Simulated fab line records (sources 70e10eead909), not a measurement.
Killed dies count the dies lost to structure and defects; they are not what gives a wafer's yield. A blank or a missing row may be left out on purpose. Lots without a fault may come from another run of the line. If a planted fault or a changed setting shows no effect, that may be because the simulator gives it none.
fab line records | flow nand_harc
record lots=14 | wafers=42 | last_day=33
route steps=1302 shown P_GATE@122
lots that met no fault: taken from a fault-free run of the same line
start_h: hours from the record's first day to the start of the lot's first wafer shown | wait_h: how many hours have passed since the lot's step before this one | " identical to the entry in the row above | L1.1+2: one row covering several wafers at once | - no value, or no start given | * or withheld: withheld | < > ~ a bound
route shown NAME@n: NAME is a module with steps in the file, n the number in the route of the first one | usual: mean/standard deviation taken from wafers without a fault | same: alike in all rows | chamber/n: place in a boat | sites: each site's reading | _std_site: standard deviation across them | _edge_site: outer sites' mean less inner sites' | radius_mm: how far each site lies from the wafer's centre | mask NAME#n: copy n | behind: the most recent tool/chamber to have shaped the wafer | hold: what put the lot on hold/how long, in hours/how the hold closed | device: whichever transistor did not switch (one of n, p or np) | end of line: tests run on the same wafers once the route is complete | a step with no rows: only its recipe | killed: the dies lost at the first sort to structure and to defects; this is not the yield of the wafer | map: per-die view of a wafer (x killed, . not killed, _ where there is no die)
set.NAME: the run value of the setting; set.NAME@STEP: its run value at that earlier step | model.NAME: the simulator's own value behind a step, which no gauge read
steps of the route over a sample of lots; a table a step, a row a wafer
services: when a tool's chamber went out of use (start_h, in hours from the record's first day, below 0 if earlier), for how many hours, and the reason
## steps
# step NHARC_P_GATE_CD_MEAS_11
# recipe target_cd_nm=1640 | landing_energy_ev=500
# usual cd_nm=1640.7/1.9
lot.wafer | tool      | chamber | start_h | wait_h | cd_nm
L665.2    | cd_sem-01 | 0       | 106.22  | -      | 1640.0
L665.3    | "         | 0       | "       | "      | 1640.5
L665.6    | "         | 0       | "       | "      | 1642.0
L666.4    | cd_sem-02 | 0       | 112.82  | -      | 1638.1
L666.5    | "         | 0       | "       | "      | 1644.2
L666.6    | "         | 0       | "       | "      | 1642.7
L667.3    | cd_sem-01 | 0       | 119.50  | -      | 1642.3
L667.4    | "         | 0       | "       | "      | 1642.3
L667.6    | "         | 0       | "       | "      | 1639.9
L670.2    | cd_sem-02 | 0       | 153.22  | -      | 1643.9
L670.3    | "         | 0       | "       | "      | 1639.7
L670.5    | "         | 0       | "       | "      | 1645.0
L676.1    | cd_sem-02 | 0       | 209.07  | -      | 1640.2
L676.3    | "         | 0       | "       | "      | 1641.9
L676.4    | "         | 0       | "       | "      | 1642.3
L677.2    | cd_sem-03 | 0       | 226.67  | -      | 1639.4
L677.4    | "         | 0       | "       | "      | 1637.3
L677.5    | "         | 0       | "       | "      | 1637.8
L678.1    | cd_sem-02 | 0       | 226.71  | -      | 1639.4
L678.3    | "         | 0       | "       | "      | 1643.4
L678.6    | "         | 0       | "       | "      | 1641.9
L679.1    | cd_sem-01 | 0       | 239.60  | -      | 1641.2
L679.3    | "         | 0       | "       | "      | 1641.3
L679.4    | "         | 0       | "       | "      | 1643.5
L680.2    | cd_sem-02 | 0       | 254.17  | -      | 1641.6
L680.3    | "         | 0       | "       | "      | 1641.0
L680.5    | "         | 0       | "       | "      | 1643.1
L681.1    | cd_sem-02 | 0       | 262.16  | -      | 1640.4
L681.2    | "         | 0       | "       | "      | 1638.4
L681.4    | "         | 0       | "       | "      | 1640.4
L682.1    | cd_sem-03 | 0       | 268.62  | -      | 1639.8
L682.3    | "         | 0       | "       | "      | 1638.2
L682.5    | "         | 0       | "       | "      | 1641.3
L683.2    | cd_sem-01 | 0       | 281.66  | -      | 1640.1
L683.4    | "         | 0       | "       | "      | 1638.8
L683.6    | "         | 0       | "       | "      | 1641.8
L685.4    | cd_sem-03 | 0       | 303.91  | -      | 1639.5
L685.5    | "         | 0       | "       | "      | 1639.0
L685.6    | "         | 0       | "       | "      | 1639.2
L686.2    | cd_sem-02 | 0       | 311.36  | -      | 1641.7
L686.3    | "         | 0       | "       | "      | 1640.1
L686.4    | "         | 0       | "       | "      | 1638.9
# step NHARC_P_GATE_STRIP_101
# recipe time_s=20 | o2_flow_sccm=500 | ar_flow_sccm=0 | bias_w=0 | chemistry=O2
# usual drypump_motor_current_A=5.8/0.43 | oes_product_au=1.000/0.0091 | rf_vpp_V=58.0/0.92 | showerhead_plenum_p_Torr=3.57/0.13 | throttle_valve_pct=17.037/0.0087
# same time_s=20
lot.wafer | tool        | chamber | start_h | wait_h | drypump_motor_current_A | oes_product_au | rf_hours_counter_h | rf_vpp_V | showerhead_plenum_p_Torr | throttle_valve_pct
L665.2    | rie_diel-05 | 0       | 132.28  | 0.1    | 5.5                     | 0.997          | 4                  | 57.0     | 3.48                     | 17.036
L665.3    | "           | 2       | "       | "      | 6.1                     | 0.999          | 5                  | 58.2     | 3.78                     | 17.046
L665.6    | "           | 0       | "       | "      | 5.5                     | 1.008          | -                  | 57.3     | 3.48                     | 17.025
L666.4    | rie_diel-05 | 1       | 142.60  | 0.1    | 6.5                     | 0.995          | 4                  | 59.1     | 3.61                     | 17.026
L666.5    | "           | 3       | "       | "      | 5.6                     | 0.999          | -                  | 56.9     | 3.50                     | 17.045
L666.6    | "           | 0       | "       | "      | 5.5                     | 1.001          | -                  | 56.9     | 3.48                     | 17.044
L667.4    | rie_diel-05 | 3       | 147.68  | 0.1    | 5.5                     | 0.987          | 5                  | 57.9     | 3.50                     | 17.048
L667.3    | "           | 1       | "       | "      | 6.6                     | 0.996          | 5                  | 57.5     | 3.61                     | 17.043
L667.6    | "           | 3       | "       | "      | 5.5                     | 0.985          | -                  | 57.8     | 3.50                     | 17.028
L670.3    | rie_diel-05 | 2       | 178.28  | 0.1    | 6.1                     | 0.998          | 8                  | 59.0     | 3.77                     | 17.041
L670.2    | "           | 1       | "       | "      | 6.5                     | 0.998          | 6                  | 58.8     | 3.61                     | 17.045
L670.5    | "           | 2       | "       | "      | 6.1                     | 0.990          | -                  | 59.0     | 3.77                     | 17.047
L676.4    | rie_diel-10 | 3       | 234.79  | 0.1    | 6.0                     | 0.997          | 10                 | 57.0     | 3.70                     | 17.037
L676.3    | "           | 0       | "       | "      | 5.4                     | 1.004          | 10                 | 58.3     | 3.33                     | 17.031
L676.1    | "           | 2       | "       | "      | 5.4                     | 1.010          | 10                 | 57.9     | 3.70                     | 17.035
L677.2    | rie_diel-05 | 2       | 251.74  | 0.1    | 6.1                     | 0.990          | 2                  | 58.7     | 3.77                     | 17.023
L677.4    | "           | 3       | "       | "      | 5.6                     | 1.016          | 1                  | 57.3     | 3.50                     | 17.027
L677.5    | "           | 2       | "       | "      | 6.2                     | 0.999          | -                  | 59.4     | 3.77                     | 17.043
L678.3    | rie_diel-05 | 0       | 252.15  | 0.1    | 5.5                     | 1.014          | 1                  | 56.8     | 3.47                     | 17.029
L678.1    | "           | 1       | "       | "      | 6.6                     | 1.019          | 2                  | 58.3     | 3.60                     | 17.040
L678.6    | "           | 1       | "       | "      | 6.6                     | 1.023          | -                  | 57.3     | 3.61                     | 17.037
L679.1    | rie_diel-05 | 0       | 268.03  | 0.1    | 5.5                     | 1.007          | 2                  | 57.7     | 3.47                     | 17.051
L679.4    | "           | 1       | "       | "      | 6.6                     | 1.001          | 3                  | 59.0     | 3.60                     | 17.031
L679.3    | "           | 2       | "       | "      | 6.1                     | 0.992          | 3                  | 59.4     | 3.77                     | 17.030
L680.3    | rie_diel-05 | 2       | 279.19  | 0.1    | 6.1                     | 0.986          | 3                  | 56.8     | 3.77                     | 17.037
L680.2    | "           | 0       | "       | "      | 5.5                     | 0.997          | 2                  | 58.8     | 3.47                     | 17.045
L680.5    | "           | 3       | "       | "      | 5.6                     | 1.006          | -                  | 59.2     | 3.50                     | 17.028
L681.1    | rie_diel-10 | 2       | 291.22  | 0.1    | 5.4                     | 1.006          | 0                  | 58.7     | 3.70                     | 17.049
L681.2    | "           | 3       | "       | "      | 6.0                     | 0.991          | 1                  | 58.0     | 3.70                     | 17.026
L681.4    | "           | 1       | "       | "      | 5.3                     | 0.991          | 0                  | 56.7     | 3.46                     | 17.025
L682.3    | rie_diel-04 | 3       | 298.07  | 0.1    | 5.9                     | 0.995          | 7                  | 57.6     | 3.51                     | 17.043
L682.1    | "           | 0       | "       | "      | 6.0                     | 1.015          | 6                  | 57.8     | 3.49                     | 17.047
L682.5    | "           | 3       | "       | "      | 5.9                     | 1.009          | -                  | 59.1     | 3.51                     | 17.026
L683.2    | rie_diel-10 | 1       | 309.50  | 0.1    | 5.3                     | 1.002          | 2                  | 57.0     | 3.46                     | 17.024
L683.4    | "           | 3       | "       | "      | 6.0                     | 1.000          | 2                  | 59.3     | 3.70                     | 17.039
L683.6    | "           | 1       | "       | "      | 5.2                     | 1.004          | -                  | 58.9     | 3.46                     | 17.035
L685.6    | rie_diel-10 | 3       | 329.31  | 0.0    | 6.0                     | 0.993          | -                  | 57.6     | 3.70                     | 17.049
L685.5    | "           | 0       | "       | "      | 5.4                     | 0.987          | -                  | 57.8     | 3.32                     | 17.021
L685.4    | "           | 2       | "       | "      | 5.5                     | 0.995          | -                  | 58.8     | 3.70                     | 17.023
L686.2    | rie_diel-04 | 0       | 336.40  | 0.1    | 5.9                     | 1.011          | 9                  | 56.8     | 3.49                     | 17.038
L686.4    | "           | 1       | "       | "      | 5.0                     | 1.007          | 9                  | 56.8     | 3.38                     | 17.040
L686.3    | "           | 2       | "       | "      | 6.4                     | 1.005          | 10                 | 59.1     | 3.67                     | 17.025
# step NHARC_P_GATE_PEB_44
# recipe peb_temp_c=118 | peb_time_s=85
# usual chill_plate_temp_C=23.01/0.089 | exhaust_pa=45.0/0.79 | plate_temp_C=118.02/0.12
lot.wafer | tool           | chamber | start_h | wait_h | chill_plate_temp_C | exhaust_pa | plate_temp_C
L665.2    | litho_track-03 | 0       | 133.11  | 0.1    | 22.98              | 46.3       | 118.01
L665.3    | "              | 0       | "       | "      | 23.05              | 45.0       | 117.82
L665.6    | "              | 0       | "       | "      | 23.08              | 45.3       | 117.96
L666.4    | litho_track-07 | 0       | 143.43  | 0.0    | 23.10              | 45.9       | 117.81
L666.5    | "              | 0       | "       | "      | 23.03              | 44.6       | 118.07
L666.6    | "              | 0       | "       | "      | 23.04              | 45.7       | 117.83
L667.3    | litho_track-03 | 0       | 148.51  | 0.1    | 23.11              | 45.5       | 118.12
L667.4    | "              | 0       | "       | "      | 22.98              | 43.8       | 118.07
L667.6    | "              | 0       | "       | "      | 22.95              | 44.4       | 118.03
L670.2    | litho_track-03 | 0       | 179.11  | 0.1    | 22.90              | 46.1       | 118.02
L670.3    | "              | 0       | "       | "      | 22.94              | 46.1       | 117.91
L670.5    | "              | 0       | "       | "      | 22.90              | 45.8       | 117.94
L676.1    | litho_track-07 | -       | 235.62  | 0.1    | -                  | -          | -
L676.3    | "              | -       | "       | "      | -                  | -          | -
L676.4    | "              | -       | "       | "      | -                  | -          | -
L677.2    | litho_track-02 | -       | 252.57  | 0.1    | -                  | -          | -
L677.4    | "              | -       | "       | "      | -                  | -          | -
L677.5    | "              | -       | "       | "      | -                  | -          | -
L678.1    | litho_track-02 | 0       | 252.98  | 0.1    | 22.92              | 44.2       | 117.96
L678.3    | "              | 0       | "       | "      | 22.99              | 43.1       | 118.03
L678.6    | "              | 0       | "       | "      | 22.99              | 45.1       | 117.94
L679.1    | litho_track-07 | 0       | 268.86  | 0.1    | 23.05              | 45.7       | 117.98
L679.3    | "              | 0       | "       | "      | 22.93              | 46.2       | 117.92
L679.4    | "              | 0       | "       | "      | 23.05              | 45.1       | 117.85
L680.2    | litho_track-02 | 0       | 279.90  | 0.1    | 22.93              | 45.8       | 117.97
L680.3    | "              | 0       | "       | "      | 22.90              | 45.8       | 118.04
L680.5    | "              | 0       | "       | "      | 23.01              | 47.5       | 117.97
L681.1    | litho_track-07 | 0       | 291.93  | 0.1    | 23.09              | 45.4       | 117.96
L681.2    | "              | 0       | "       | "      | 22.96              | 45.7       | 118.09
L681.4    | "              | 0       | "       | "      | 22.97              | 44.7       | 117.94
L682.1    | litho_track-02 | 0       | 298.90  | 0.1    | 23.07              | 44.3       | 118.10
L682.3    | "              | 0       | "       | "      | 23.10              | 44.6       | 118.12
L682.5    | "              | 0       | "       | "      | 22.99              | 43.9       | 117.86
L683.2    | litho_track-07 | 0       | 310.35  | 0.1    | 23.03              | 45.5       | 117.87
L683.4    | "              | 0       | "       | "      | 23.01              | 46.1       | 117.85
L683.6    | "              | 0       | "       | "      | 22.88              | 45.7       | 117.67
L685.4    | litho_track-03 | 0       | 330.14  | 0.0    | 22.72              | 43.8       | 117.93
L685.5    | "              | 0       | "       | "      | 22.88              | 45.5       | 117.83
L685.6    | "              | 0       | "       | "      | 22.88              | 44.0       | 118.14
L686.2    | litho_track-03 | 0       | 337.23  | 0.1    | 22.99              | 44.9       | 118.05
L686.3    | "              | 0       | "       | "      | 23.12              | 44.8       | 118.07
L686.4    | "              | 0       | "       | "      | 23.01              | 46.0       | 118.04
# step NHARC_P_GATE_STRIP_95
# recipe power_w=1500 | temp_c=250 | chemistry=O2
# usual drypump_motor_current_A=5.89/0.29 | heater_power_w=336/26
lot.wafer | tool            | chamber | start_h | wait_h | drypump_motor_current_A | heater_power_w | rf_hours_counter_h
L665.2    | plasma_asher-02 | 1       | 137.68  | 0.5    | 5.83                    | 337            | 11
L665.3    | "               | 1       | "       | "      | 5.84                    | 338            | -
L665.6    | "               | 1       | "       | "      | 5.83                    | 346            | -
L666.4    | plasma_asher-02 | 0       | 148.28  | 0.4    | 6.32                    | 324            | -
L666.6    | "               | 0       | "       | "      | 6.33                    | 331            | -
L666.5    | "               | 1       | "       | "      | 5.85                    | 349            | -
L667.3    | plasma_asher-01 | 0       | 153.11  | 0.4    | 5.53                    | 305            | -
L667.4    | "               | 1       | "       | "      | 5.77                    | 378            | -
L667.6    | "               | 1       | "       | "      | 5.76                    | 376            | -
L670.2    | plasma_asher-01 | 0       | 183.83  | 0.5    | 5.53                    | 294            | 1
L670.3    | "               | 1       | "       | "      | 5.78                    | 360            | -
L670.5    | "               | 0       | "       | "      | 5.55                    | 294            | -
L676.1    | plasma_asher-02 | 0       | 240.40  | 0.6    | 6.34                    | 327            | 33
L676.4    | "               | 0       | "       | "      | 6.31                    | 323            | -
L676.3    | "               | 1       | "       | "      | 5.84                    | 345            | -
L677.2    | plasma_asher-01 | 0       | 257.66  | 0.5    | 5.58                    | 298            | 19
L677.4    | "               | 1       | "       | "      | 5.76                    | 368            | -
L677.5    | "               | 0       | "       | "      | 5.57                    | 293            | -
L678.1    | plasma_asher-01 | 1       | 258.42  | 0.6    | 5.76                    | 355            | 20
L678.3    | "               | 1       | "       | "      | 5.76                    | 367            | -
L678.6    | "               | 1       | "       | "      | 5.79                    | 373            | -
L679.1    | plasma_asher-02 | 0       | 273.57  | 0.5    | 6.30                    | 344            | 4
L679.4    | "               | 1       | "       | "      | 5.84                    | 360            | -
L679.3    | "               | 0       | "       | "      | 6.28                    | 341            | -
L680.2    | plasma_asher-01 | 1       | 284.58  | 0.6    | 5.71                    | 364            | 25
L680.3    | "               | 1       | "       | "      | 5.76                    | 366            | -
L680.5    | "               | 0       | "       | "      | 5.57                    | 296            | -
L681.2    | plasma_asher-02 | 1       | 296.62  | 0.6    | 5.82                    | 345            | 8
L681.1    | "               | 0       | "       | "      | 6.29                    | 346            | 8
L681.4    | "               | 0       | "       | "      | 6.30                    | 349            | -
L682.1    | plasma_asher-02 | 1       | 303.72  | 0.5    | 5.86                    | 348            | 10
L682.3    | "               | 1       | "       | "      | 5.85                    | 355            | -
L682.5    | "               | 1       | "       | "      | 5.85                    | 351            | -
L683.2    | plasma_asher-02 | 0       | 315.06  | 0.5    | 6.31                    | 348            | 12
L683.4    | "               | 0       | "       | "      | 6.33                    | 339            | -
L683.6    | "               | 1       | "       | "      | 5.84                    | 346            | -
L685.4    | plasma_asher-02 | 0       | 335.05  | 0.3    | 6.36                    | 349            | -
L685.6    | "               | 1       | "       | "      | 5.79                    | 345            | -
L685.5    | "               | 0       | "       | "      | 6.34                    | 347            | -
L686.2    | plasma_asher-02 | 1       | 341.91  | 0.5    | 5.82                    | 350            | 18
L686.3    | "               | 0       | "       | "      | 6.35                    | 347            | -
L686.4    | "               | 1       | "       | "      | 5.82                    | 353            | -
## services
tool            | chamber | start_h | hours | kind
rie_diel-05     | 0       | 110.60  | -     | clean
plasma_asher-02 | -       | 128.12  | 2.7   | repair
rie_diel-04     | 1       | 139.22  | 2.7   | repair
rie_diel-04     | 1       | 147.59  | 6.8   | repair
plasma_asher-01 | -       | 165.01  | 9.0   | pm
rie_diel-10     | -       | 169.27  | 0.2   | repair
rie_diel-04     | -       | 177.95  | 9.0   | pm
rie_diel-10     | -       | 179.15  | 0.3   | repair
rie_diel-04     | 1       | 203.98  | 4.9   | repair
litho_track-02  | -       | 227.00  | 7.0   | pm
rie_diel-05     | -       | 229.60  | 9.0   | pm
rie_diel-10     | 0       | 236.19  | 6.3   | repair
rie_diel-10     | -       | 242.50  | 9.0   | pm
plasma_asher-02 | -       | 249.00  | 9.0   | pm
plasma_asher-02 | 0       | 249.00  | 9.0   | vent_cycle
plasma_asher-02 | 1       | 249.00  | 9.0   | vent_cycle
litho_track-07  | -       | 251.00  | 7.0   | pm
plasma_asher-02 | 0       | 258.00  | -     | clean
plasma_asher-02 | 1       | 258.00  | -     | clean
rie_diel-10     | 2       | 258.04  | 8.0   | repair
litho_track-03  | -       | 275.00  | 7.0   | pm
rie_diel-04     | 3       | 288.71  | 6.8   | repair
rie_diel-05     | 2       | 309.38  | 6.5   | repair
rie_diel-10     | 1       | 327.78  | 4.2   | repair
## key
first_sign step=NHARC_P_GATE_PEB_44 | reading=tool_record | direction=missing
effect none on later readings
met_at NHARC_P_GATE_PEB_44
struck_lots L676,L677
later_rows_left_out L676.1,L676.3,L676.4,L677.2,L677.4,L677.5
sort_left_out L676.1,L676.3,L676.4,L677.2,L677.4,L677.5
tester_left_out L676,L677
not_acting_at NHARC_P_GATE_CD_MEAS_11,NHARC_P_GATE_STRIP_101,NHARC_P_GATE_STRIP_95
onset_between 143.43 235.62
fault kind=skipped_step_whole | tool=litho_track-02,litho_track-07 | chamber=- | onset_h=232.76 | steps=NHARC_P_GATE_PEB_44 | scope=struck_lots_only
# tester_left_out: of these lots the tester's yield and bins aren't shown, on N5 and GAA mostly nor the transistor test; their killed dies are dies lost to structure and defects alone, not to doping, threshold or leakage, so they don't give the yield
# sort_left_out: the simulated sort isn't trusted on such a fault, so these wafers' sort isn't shown, and their yield isn't known
# later_rows_left_out: the simulator's readings of these wafers behind a module that went badly wrong aren't trusted and aren't shown, but for the sort
